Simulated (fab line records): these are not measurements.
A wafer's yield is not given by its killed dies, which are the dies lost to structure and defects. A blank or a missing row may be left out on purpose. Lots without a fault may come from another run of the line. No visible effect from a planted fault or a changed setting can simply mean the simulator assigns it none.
Which tool did it? -- flow n5Finfet -- 24 lots with 72 wafers sampled at 6 steps, on a route of 1938 steps

WHAT THE GAUGES SHOWED, per wafer
The record lacks any reading of a measuring or inspecting step that a usual standard deviation could be used to judge.

WHICH TOOL RAN EACH LOT (tool, then ch and the chambers of the sampled wafers, then the start)
lot,N5_BEOL_M0_CUTY_ETCH_62,N5_BEOL_M0_CUTY_ETCH_63,N5_BEOL_M0_STRIP_140,N5_BEOL_M0_DEGAS_112,N5_BEOL_M1_HM_DEP_02,N5_BEOL_M1_PRE_CLEAN_45
L074,"rieDiel-06 ch 0,3, day 5 19:50","rieDiel-06 ch 0,3, day 5 19:53","rieDiel-01 ch 1,2, day 5 21:36","pvdSputter-02, day 6 00:02","pvdSputter-01, day 6 02:39","pvdSputter-01, day 6 13:26"
L075,"rieDiel-06 ch 0,1, day 6 04:01","rieDiel-06 ch 0,1, day 6 04:03","rieDiel-01 ch 0,1,2, day 6 04:29","pvdSputter-03, day 6 07:53","pvdSputter-03, day 6 12:17","pvdSputter-03, day 6 17:14"
L076,"rieDiel-01 ch 0,2, day 6 06:23","rieDiel-01 ch 0,2, day 6 06:26","rieDiel-06 ch 0,1, day 6 08:15","pvdSputter-01, day 6 09:33","pvdSputter-03, day 6 12:55","pvdSputter-02, day 6 17:30"
L077,"rieDiel-02 ch 2,3, day 6 10:25","rieDiel-02 ch 2,3, day 6 10:27","rieDiel-01 ch 0,2, day 6 12:19","pvdSputter-01, day 6 13:11","pvdSputter-01, day 6 16:49","pvdSputter-01, day 6 19:11"
L078,"rieDiel-02 ch 0,1,3, day 6 23:13","rieDiel-02 ch 0,1,3, day 6 23:16","rieDiel-06 ch 1,2,3, day 7 00:17","pvdSputter-03, day 7 01:26","pvdSputter-02, day 7 05:22","pvdSputter-02, day 7 08:05"
L079,"rieDiel-06 ch 1,2,3, day 6 23:35","rieDiel-06 ch 1,2,3, day 6 23:38","rieDiel-02 ch 0,1, day 7 00:28","pvdSputter-02, day 7 01:32","pvdSputter-02, day 7 05:28","pvdSputter-01, day 7 08:30"
L080,"rieDiel-01 ch 0,2,3, day 7 12:41","rieDiel-01 ch 0,2,3, day 7 12:44","rieDiel-06 ch 1,2,3, day 7 17:58","pvdSputter-01, day 7 19:21","pvdSputter-01, day 8 00:28","pvdSputter-01, day 8 07:58"
L081,"rieDiel-01 ch 0,2,3, day 7 14:25","rieDiel-01 ch 0,2,3, day 7 14:28","rieDiel-02 ch 1,2, day 7 17:26","pvdSputter-01, day 7 18:41","pvdSputter-01, day 8 00:16","pvdSputter-01, day 8 07:53"
L082,"rieDiel-01 ch 1,3, day 7 18:37","rieDiel-01 ch 1,3, day 7 18:39","rieDiel-02 ch 1,2,3, day 7 19:33","pvdSputter-01, day 7 21:01","pvdSputter-03, day 8 01:42","pvdSputter-01, day 8 08:04"
L083,"rieDiel-06 ch 0,2,3, day 8 01:51","rieDiel-06 ch 0,2,3, day 8 01:54","rieDiel-06 ch 1,2, day 8 04:14","pvdSputter-01, day 8 06:41","pvdSputter-01, day 8 11:07","pvdSputter-01, day 8 19:00"
L084,"rieDiel-02 ch 1,2,3, day 8 13:44","rieDiel-02 ch 1,2,3, day 8 13:47","rieDiel-06 ch 2,3, day 8 14:16","pvdSputter-03, day 8 17:24","pvdSputter-01, day 8 19:49","pvdSputter-02, day 8 23:42"
L085,"rieDiel-06 ch 1,3, day 8 14:50","rieDiel-06 ch 1,3, day 8 14:52","rieDiel-01 ch 2,3, day 8 17:29","pvdSputter-02, day 8 18:48","pvdSputter-01, day 8 22:10","pvdSputter-03, day 9 04:52"
L086,"rieDiel-06 ch 0,1,2, day 9 01:00","rieDiel-06 ch 0,1,2, day 9 01:02","rieDiel-01 ch 0,1,2, day 9 03:58","pvdSputter-03, day 9 05:14","pvdSputter-02, day 9 10:43","pvdSputter-01, day 9 17:44"
L087,"rieDiel-02 ch 0,3, day 9 11:03","rieDiel-02 ch 0,3, day 9 11:06","rieDiel-01 ch 0,2, day 9 11:30","pvdSputter-01, day 9 12:04","pvdSputter-01, day 9 16:32","pvdSputter-01, day 9 22:04"
L088,"rieDiel-02 ch 1,2, day 9 11:37","rieDiel-02 ch 1,2, day 9 11:40","rieDiel-02 ch 0,1, day 9 20:54","pvdSputter-03, day 9 21:58","pvdSputter-01, day 10 01:13","pvdSputter-03, day 10 04:11"
L089,"rieDiel-06 ch 0,2, day 9 15:27","rieDiel-06 ch 0,2, day 9 15:29","rieDiel-01 ch 2,3, day 9 20:38","pvdSputter-01, day 9 21:32","pvdSputter-02, day 10 01:06","pvdSputter-03, day 10 04:07"
L091,"rieDiel-06 ch 0,3, day 10 04:10","rieDiel-06 ch 0,3, day 10 04:12","rieDiel-02 ch 0,2,3, day 10 07:02","pvdSputter-03, day 10 07:49","pvdSputter-02, day 10 16:28","pvdSputter-01, day 10 23:40"
L090,"rieDiel-01 ch 1,2,3, day 10 04:16","rieDiel-01 ch 1,2,3, day 10 04:19","rieDiel-06 ch 0,1,3, day 10 06:53","pvdSputter-03, day 10 07:44","pvdSputter-01, day 10 13:41","pvdSputter-01, day 10 18:32"
L092,"rieDiel-06 ch 1,2,3, day 10 10:46","rieDiel-06 ch 1,2,3, day 10 10:49","rieDiel-02 ch 0,2,3, day 10 12:26","pvdSputter-01, day 10 13:47","pvdSputter-02, day 10 18:15","pvdSputter-01, day 11 00:12"
L093,"rieDiel-06 ch 0,2,3, day 10 19:02","rieDiel-06 ch 0,2,3, day 10 19:04","rieDiel-01 ch 1,2,3, day 10 22:32","pvdSputter-02, day 10 23:36","pvdSputter-01, day 11 02:30","pvdSputter-03, day 11 12:43"
L094,"rieDiel-06 ch 0,2,3, day 10 19:19","rieDiel-06 ch 0,2,3, day 10 19:22","rieDiel-02 ch 2,3, day 10 22:36","pvdSputter-01, day 10 23:42","pvdSputter-01, day 11 02:47","pvdSputter-02, day 11 17:33"
L095,"rieDiel-02 ch 0,2, day 11 00:53","rieDiel-02 ch 0,2, day 11 00:56","rieDiel-06 ch 0,1,3, day 11 01:39","pvdSputter-01, day 11 02:58","pvdSputter-02, day 11 07:16","pvdSputter-01, day 11 11:44"
L096,"rieDiel-06 ch 1,3, day 11 13:40","rieDiel-06 ch 1,3, day 11 13:43","rieDiel-01 ch 0,1,2, day 11 14:26","pvdSputter-02, day 11 15:46","pvdSputter-03, day 11 20:20","pvdSputter-02, day 12 05:21"
L097,"rieDiel-02 ch 0,2,3, day 11 20:42","rieDiel-02 ch 0,2,3, day 11 20:44","rieDiel-02 ch 1,3, day 12 01:52","pvdSputter-02, day 12 02:52","pvdSputter-03, day 12 05:26","pvdSputter-03, day 12 08:52"
- N5_BEOL_M0_CUTY_ETCH_62: etches SiARC in CF4, time 58.5 s.
- N5_BEOL_M0_CUTY_ETCH_63: etches SOC in N2/H2, target depth 82.7 nm, overetch 16.5 nm, time 124 s.
- N5_BEOL_M0_STRIP_140: strips in CF4.
- N5_BEOL_M0_DEGAS_112: time 60 s.
- N5_BEOL_M1_HM_DEP_02: deposits TiN, target thk 20 nm.
- N5_BEOL_M1_PRE_CLEAN_45: time 30 s.

WHAT THE TOOLS THEMSELVES READ (means of the sampled wafers that have a number; where no wafer has one, the mark that the record gives instead)
N5_BEOL_M0_CUTY_ETCH_62. Usual: drypumpMotorCurrentA 5.6 A, standard deviation 0.5; etchRfOnTimeS 58.2 s, standard deviation 1.4; oesProductAu 0.70 a.u., standard deviation 0.09; rfVppV 183.9 V, standard deviation 1.3; showerheadPlenumPTorr 2.13 Torr, standard deviation 0.077; throttleValvePct 15.53 %, standard deviation 0.21.
lot,tool,drypumpMotorCurrentA (A),etchRfOnTimeS (s),oesProductAu (a.u.),rfVppV (V),showerheadPlenumPTorr (Torr),throttleValvePct (%),flag
L074,rieDiel-06,5.4,58.1,0.60,182.2,2.05,15.76,
L075,rieDiel-06,5.3,58.8,0.63,182.9,2.07,15.69,
L076,rieDiel-01,5.4,58.9,0.62,184.8,2.13,15.57,
L077,rieDiel-02,6.2,58.6,0.59,183.3,2.04,15.60,
L078,rieDiel-02,5.8,59.5,0.60,182.7,2.04,15.63,
L079,rieDiel-06,5.2,57.8,0.75,184.2,2.14,15.43,
L080,rieDiel-01,5.7,58.4,0.69,184.4,2.13,15.59,
L081,rieDiel-01,5.8,58.5,0.68,184.0,2.13,15.60,
L082,rieDiel-01,6.5,56.7,0.84,183.7,2.11,15.58,
L083,rieDiel-06,5.4,57.2,0.80,184.6,2.18,15.42,
L084,rieDiel-02,5.8,59.4,0.66,183.2,2.12,15.55,
L085,rieDiel-06,5.0,58.0,0.72,183.9,2.14,15.33,
L086,rieDiel-06,5.3,58.0,0.74,183.9,2.20,15.53,
L087,rieDiel-02,5.9,58.1,0.61,183.1,2.04,15.64,
L088,rieDiel-02,5.4,59.2,0.72,184.1,2.19,15.55,
L089,rieDiel-06,5.5,57.5,0.78,184.6,2.23,15.51,
L091,rieDiel-06,5.4,56.2,0.79,184.5,2.15,15.25,
L090,rieDiel-01,6.0,56.9,0.79,183.6,2.10,15.44,
L092,rieDiel-06,5.2,58.1,0.72,183.8,2.14,15.48,
L093,rieDiel-06,5.4,57.1,0.76,184.5,2.17,15.47,
L094,rieDiel-06,5.4,57.1,0.76,184.5,2.17,15.47,
L095,rieDiel-02,5.5,58.7,0.66,183.9,2.11,15.64,
L096,rieDiel-06,5.0,58.0,0.69,183.9,2.13,15.38,
L097,rieDiel-02,5.9,58.7,0.65,183.7,2.11,15.59,

N5_BEOL_M0_CUTY_ETCH_63. Usual: drypumpMotorCurrentA 5.6 A, standard deviation 0.5; h2FlowSccm 200.0 sccm, standard deviation 0.57; oesProductAu 0.67 a.u., standard deviation 0.08; rfVppV 523.6 V, standard deviation 2.8; showerheadPlenumPTorr 2.53 Torr, standard deviation 0.099; throttleValvePct 17.77 %, standard deviation 0.2.
lot,tool,drypumpMotorCurrentA (A),h2FlowSccm (sccm),oesProductAu (a.u.),rfVppV (V),showerheadPlenumPTorr (Torr),throttleValvePct (%),flag
L074,rieDiel-06,5.4,200.3,0.57,520.6,2.44,18.06,
L075,rieDiel-06,5.3,199.9,0.61,521.4,2.45,17.98,
L076,rieDiel-01,5.4,200.8,0.60,523.0,2.52,17.79,
L077,rieDiel-02,6.2,199.7,0.57,520.1,2.43,17.92,
L078,rieDiel-02,5.8,199.8,0.58,520.1,2.42,17.86,
L079,rieDiel-06,5.2,200.7,0.72,524.5,2.55,17.64,
L080,rieDiel-01,5.7,199.8,0.66,523.0,2.52,17.76,
L081,rieDiel-01,5.8,199.7,0.65,522.7,2.52,17.76,
L082,rieDiel-01,6.5,199.8,0.79,522.2,2.50,17.76,
L083,rieDiel-06,5.4,200.1,0.76,525.7,2.60,17.72,
L084,rieDiel-02,5.8,199.9,0.64,523.7,2.52,17.78,
L085,rieDiel-06,5.0,200.2,0.69,522.6,2.53,17.51,
L086,rieDiel-06,5.3,199.9,0.71,525.8,2.62,17.76,
L087,rieDiel-02,5.9,199.7,0.58,520.9,2.42,17.95,
L088,rieDiel-02,5.4,199.9,0.70,525.7,2.61,17.74,
L089,rieDiel-06,5.5,199.2,0.74,527.1,2.67,17.83,
L091,rieDiel-06,5.4,200.2,0.74,524.7,2.56,17.54,
L090,rieDiel-01,5.9,200.1,0.75,523.0,2.49,17.62,
L092,rieDiel-06,5.2,199.9,0.69,524.4,2.54,17.68,
L093,rieDiel-06,5.5,200.0,0.72,525.3,2.59,17.74,
L094,rieDiel-06,5.5,200.0,0.72,524.9,2.59,17.74,
L095,rieDiel-02,5.5,199.9,0.64,523.4,2.51,17.93,
L096,rieDiel-06,5.0,200.3,0.66,523.6,2.52,17.56,
L097,rieDiel-02,5.8,199.8,0.62,522.3,2.51,17.88,

N5_BEOL_M0_STRIP_140. Usual: drypumpMotorCurrentA 5.7 A, standard deviation 0.54; oesProductAu 0.81 a.u., standard deviation 0.1; powerW 299.9 W, standard deviation 0.92; rfVppV 270.7 V, standard deviation 2; showerheadPlenumPTorr 1.78 Torr, standard deviation 0.058; throttleValvePct 13.53 %, standard deviation 0.24.
lot,tool,drypumpMotorCurrentA (A),oesProductAu (a.u.),powerW (W),rfVppV (V),showerheadPlenumPTorr (Torr),throttleValvePct (%),flag
L074,rieDiel-01,5.6,0.69,300.1,269.7,1.77,13.75,
L075,rieDiel-01,5.9,0.73,299.7,269.1,1.78,13.73,
L076,rieDiel-06,5.1,0.77,300.3,270.5,1.77,13.51,
L077,rieDiel-01,5.7,0.76,300.7,271.4,1.79,13.54,
L078,rieDiel-06,5.2,0.87,299.3,271.5,1.80,13.39,
L079,rieDiel-02,5.5,0.71,300.5,270.6,1.72,13.69,
L080,rieDiel-06,5.2,0.85,300.2,271.6,1.80,13.41,
L081,rieDiel-02,5.4,0.89,299.6,273.0,1.84,13.48,
L082,rieDiel-02,5.8,0.78,299.8,269.6,1.78,13.54,
L083,rieDiel-06,5.1,0.81,300.3,270.0,1.81,13.49,
L084,rieDiel-06,5.4,0.88,300.3,270.2,1.78,13.34,
L085,rieDiel-01,5.8,0.92,299.9,270.3,1.77,13.37,
L086,rieDiel-01,5.9,0.88,299.7,271.2,1.78,13.38,
L087,rieDiel-01,5.4,0.89,299.0,270.2,1.78,13.25,
L088,rieDiel-02,5.5,0.70,299.9,268.2,1.71,13.77,
L089,rieDiel-01,5.8,0.90,299.4,270.2,1.77,13.40,
L091,rieDiel-02,5.8,0.77,300.7,271.5,1.77,13.56,
L090,rieDiel-06,5.2,0.85,298.5,272.0,1.82,13.29,
L092,rieDiel-02,5.8,0.76,300.0,269.1,1.77,13.56,
L093,rieDiel-01,6.0,0.89,299.6,270.6,1.76,13.40,
L094,rieDiel-02,5.8,0.82,299.2,273.1,1.83,13.46,
L095,rieDiel-06,5.2,0.84,300.2,271.6,1.82,13.31,
L096,rieDiel-01,5.9,0.84,299.7,270.8,1.77,13.42,
L097,rieDiel-02,5.7,0.86,301.4,272.4,1.84,13.37,

N5_BEOL_M0_DEGAS_112. Usual: heaterPowerW 321 W, standard deviation 37.
lot,tool,heaterPowerW (W),flag
L074,pvdSputter-02,331,
L075,pvdSputter-03,304,
L076,pvdSputter-01,335,
L077,pvdSputter-01,309,
L078,pvdSputter-03,319,
L079,pvdSputter-02,351,
L080,pvdSputter-01,310,
L081,pvdSputter-01,334,
L082,pvdSputter-01,289,
L083,pvdSputter-01,315,
L084,pvdSputter-03,317,
L085,pvdSputter-02,342,
L086,pvdSputter-03,298,
L087,pvdSputter-01,329,
L088,pvdSputter-03,305,
L089,pvdSputter-01,333,
L091,pvdSputter-03,304,
L090,pvdSputter-03,287,
L092,pvdSputter-01,309,
L093,pvdSputter-02,341,
L094,pvdSputter-01,310,
L095,pvdSputter-01,307,
L096,pvdSputter-02,371,
L097,pvdSputter-02,369,

N5_BEOL_M1_HM_DEP_02. Usual: throttleValvePct 30.2 %, standard deviation 1.
lot,tool,throttleValvePct (%),flag
L074,pvdSputter-01,30.3,
L075,pvdSputter-03,30.6,
L076,pvdSputter-03,30.1,
L077,pvdSputter-01,30.8,
L078,pvdSputter-02,29.0,
L079,pvdSputter-02,29.2,
L080,pvdSputter-01,31.0,
L081,pvdSputter-01,31.4,
L082,pvdSputter-03,29.7,
L083,pvdSputter-01,30.2,
L084,pvdSputter-01,30.9,
L085,pvdSputter-01,31.5,
L086,pvdSputter-02,29.1,
L087,pvdSputter-01,30.8,
L088,pvdSputter-01,31.3,
L089,pvdSputter-02,28.8,
L091,pvdSputter-02,28.8,
L090,pvdSputter-01,30.8,
L092,pvdSputter-02,29.5,
L093,pvdSputter-01,31.4,
L094,pvdSputter-01,30.7,
L095,pvdSputter-02,29.0,
L096,pvdSputter-03,29.7,
L097,pvdSputter-03,31.1,

N5_BEOL_M1_PRE_CLEAN_45. Usual: heaterPowerW 319 W, standard deviation 38.
lot,tool,heaterPowerW (W),flag
L074,pvdSputter-01,284,
L075,pvdSputter-03,294,
L076,pvdSputter-02,330,
L077,pvdSputter-01,316,
L078,pvdSputter-02,354,
L079,pvdSputter-01,325,
L080,pvdSputter-01,306,
L081,pvdSputter-01,309,
L082,pvdSputter-01,313,
L083,pvdSputter-01,289,
L084,pvdSputter-02,349,
L085,pvdSputter-03,298,
L086,pvdSputter-01,307,
L087,pvdSputter-01,312,
L088,pvdSputter-03,284,
L089,pvdSputter-03,294,
L091,pvdSputter-01,309,
L090,pvdSputter-01,330,
L092,pvdSputter-01,333,
L093,pvdSputter-03,284,
L094,pvdSputter-02,386,
L095,pvdSputter-01,329,
L096,pvdSputter-02,378,
L097,pvdSputter-03,293,

THE ANSWER, worked out from the rows above alone
Rule: a lot counts as off when the mean over its wafers that have a number is more than 3 standard deviations away from the usual mean. A lot without any number at a reading at which 4 lots or more have one is off too. The other lots that the step has rows for count as sound. First the gauges in route order, then the tools' own readings, where a lot's mean is used as printed above. The first step at which some lot is off is used, and at that step the reading that is off furthest; a lot without a number counts as furthest.
Across all readings shown, no lot is off: no conclusion can be drawn from this.

WHAT THE SIMULATOR PUT IN
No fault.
